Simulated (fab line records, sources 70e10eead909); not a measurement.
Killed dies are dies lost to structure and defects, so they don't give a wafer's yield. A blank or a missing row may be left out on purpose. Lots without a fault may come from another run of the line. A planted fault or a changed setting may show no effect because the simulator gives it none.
Which tool did it? | flow nand_harc | 12 lots, 36 wafers sampled, at 1 step of a route of 1302

WHAT THE GAUGES READ, wafer by wafer
NHARC_P_M1_INSPECT_27.
lot  | measured     | on                | raw_defect_count
L075 | day 6 15:55  | defect_inspect-01 | 224 129 267
L077 | day 7 17:08  | defect_inspect-02 | 374 747 602
L079 | day 8 09:17  | defect_inspect-02 | 498 504 310
L081 | day 9 13:06  | defect_inspect-01 | 201 248 198
L083 | day 10 01:47 | defect_inspect-02 | 185 163 257
L085 | day 11 02:09 | defect_inspect-02 | 153 184 171
L087 | day 11 21:14 | defect_inspect-01 | 580 204 291
L088 | day 12 12:13 | defect_inspect-01 | 376 348 331
L091 | day 13 09:07 | defect_inspect-02 | 347 225 236
L093 | day 14 10:45 | defect_inspect-02 | 428 450 314
L095 | day 14 23:34 | defect_inspect-01 | 388 391 403
L097 | day 16 07:11 | defect_inspect-01 | 178 128 198

WHICH TOOL RAN EACH LOT (tool, then ch and the chambers of the sampled wafers, then the start)
The record holds no process step before these readings.

THE ANSWER, worked out from the rows above alone
Rule: what is usual is taken from the lots themselves. Put in order of their means at a reading, lots are off if they are a third of the lots or fewer, leave a main group of 4 or more, and stand apart from it by a gap of 3 or more times the standard deviation of the main group's means; of several such gaps the widest counts. A main group whose means are all the same, to the digits that the tables above print for the reading, isn't used. A lot without any number at a reading at which 4 lots or more have one is off too. The other lots that the step has rows for count as sound.
No lot is off at any reading shown: from this, nothing can be told.

WHAT THE SIMULATOR HAD PUT IN
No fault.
